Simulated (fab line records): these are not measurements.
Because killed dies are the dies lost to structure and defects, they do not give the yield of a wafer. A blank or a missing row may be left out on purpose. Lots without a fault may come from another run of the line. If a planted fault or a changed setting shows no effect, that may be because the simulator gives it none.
Chamber matching    flow n5_finfet    N5_BEOL_M6_ALD_77 on ald_metal-01: 4 sister chambers
The step deposits TaN, target thk 2 nm, pulse time 2 s, purge time 3 s. 8 wafers are shown with their chamber, then 10 later ones without.

== WAFERS PAIRED WITH THEIR CHAMBERS ==
wafer   chamber  heater_power_w (W)  susceptor_temp_C (C)
L074.6  0        420                 275.07
L078.1  2        346                 274.98
L081.3  0        428                 275.17
L081.4  1        395                 275.01
L087.1  1        389                 275.22
L087.5  3        394                 275.02
L090.3  3        408                 274.94
L090.4  2        342                 275.15

== WAFERS WHOSE CHAMBER IS MISSING ==
wafer   heater_power_w (W)  susceptor_temp_C (C)
L090.5  397                 274.93
L088.1  423                 275.13
L088.3  404                 275.16
L088.6  349                 275.05
L094.1  391                 275.14
L094.2  347                 274.86
L094.5  346                 275.12
L096.2  382                 274.93
L096.4  402                 274.76
L096.5  392                 275.00

== CHAMBER TAKEN BY EACH ==
wafer   from the rows above           in truth
L090.5  can't be placed: 3 or 1       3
L088.1  0                             0
L088.3  can't be placed: 3 or 1 or 0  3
L088.6  2                             2
L094.1  can't be placed: 1 or 3       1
L094.2  2                             2
L094.5  2                             2
L096.2  can't be placed: 1 or 3       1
L096.4  can't be placed: 3 or 1       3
L096.5  can't be placed: 1 or 3       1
Correctly placed: 4 of 10. Cannot be placed on the basis of these rows: 6; the candidates contain the true chamber in 6. Placed wrongly: 0.
How it was worked out, from the rows above alone: a wafer's distance from a chamber is the root of the sum, over the readings, of the square of ((its reading less the chamber's mean) divided by the reading's scatter). If the next closest chamber is less than 2 further off than the closest, the wafer can't be placed; otherwise it belongs to the closest. The mean given for a chamber averages the wafers shown for that chamber. The scatter: take each reading less its chamber's mean, square it, sum over the shown wafers, divide by the number of wafers less the number of chambers, and take the root.
